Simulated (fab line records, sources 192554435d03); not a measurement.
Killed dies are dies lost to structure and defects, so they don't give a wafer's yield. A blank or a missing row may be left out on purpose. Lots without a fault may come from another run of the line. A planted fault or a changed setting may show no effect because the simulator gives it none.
A struck lot beside a sound one | flow n5_finfet | 14 steps out of a route of 1938
Sound: wafers L470.3, L470.4, L470.6. Struck: wafers L481.1, L481.2, L481.6. The cause comes at the end.
At each step with rows: each side's tool, then ch and its chambers, then its first start. Under that, the readings that differ: sound wafers | struck wafers | difference of the means | sigmas: that difference in standard deviations of wafers without a fault.
alike: readings whose means differ by less than 2 such deviations, and words and numbers that are the same on both sides. not compared: withheld readings, readings that some wafer has no value for, bounds like >300 that may hide the same value, and numbers for which the record gives no deviation and whose values overlap.
The two part at a step that has a row with sigmas, a row that says differs or no value, or rows on one side only. Numbers that don't overlap but have no deviation are shown without sigmas and don't part them. A reading that every wafer of one side lacks parts them only if that side has two wafers or more.

N5_BEOL_M1_ILD_DEP_00: deposits SiOC from DEMS/O2, target thk 79 nm, time 15.3 s.
  sound on pecvd-04 ch 1,2, day 6 10:02; struck on pecvd-04 ch 0,1,2, day 9 01:35
  alike: heater_power_w, showerhead_plenum_p_Torr, throttle_valve_pct
N5_BEOL_M1_THK_MEAS_01:
  sound on film_metro-01, day 6 10:06; struck on film_metro-02, day 9 01:38
  alike: M1_ILD_THK
N5_BEOL_M1_PECVD_72: deposits SiO2 from TEOS/O2, target thk 16 nm, time 18 s.
  sound on pecvd-01 ch 1,2, day 6 10:08; struck on pecvd-03 ch 0,2, day 9 01:41
  alike: heater_power_w, showerhead_plenum_p_Torr, throttle_valve_pct
N5_BEOL_M1_HM_DEP_02: deposits TiN, target thk 20 nm.
  sound on pvd_sputter-01, day 6 10:34; struck on pvd_sputter-03, day 9 02:14
  alike: throttle_valve_pct
then, 8 steps without rows for these wafers: N5_BEOL_M1_COAT_61 (time 60 s, resist thk 60 nm); N5_BEOL_M1_COAT_62 (time 60 s, resist thk 12 nm); N5_BEOL_M1_COAT_73 (time 60 s, resist thk 5 nm); N5_BEOL_M1_COAT_05 (resist thk 30 nm); N5_BEOL_M1_EBR_07; N5_BEOL_M1_SOFTBAKE_06 (time 60 s); N5_BEOL_M1_EXPOSE_08 (exposes mask M1); N5_BEOL_M1_PEB_09 (peb time 60 s).
N5_BEOL_M1_DEVELOP_10: develop time 30 s.
  sound on litho_track-02 ch 0, day 6 10:55; struck on litho_track-02, day 9 02:42
  no value came back on the struck wafers for chill_plate_temp_C (C), develop_time_s (s); on the sound wafers chill_plate_temp_C (C) reads 23.07 22.93 23.13
  not compared: model.CAR-EUV_of_BEOL_M1_COAT_05.thk_nm
N5_BEOL_M1_CD_MEAS_11: target cd 17.05 nm.
  sound on cd_sem-03 ch 0, day 6 10:58; struck on cd_sem-02 ch 0, day 9 02:46
  reading    | sound             | struck | difference                    | sigmas
  cd_nm (nm) | 16.97 16.83 17.27 | - - -  | no value on the struck wafers |

WHERE THEY PART
First at N5_BEOL_M1_DEVELOP_10; last, within this record, at N5_BEOL_M1_CD_MEAS_11.

WHY: what the simulator had put in
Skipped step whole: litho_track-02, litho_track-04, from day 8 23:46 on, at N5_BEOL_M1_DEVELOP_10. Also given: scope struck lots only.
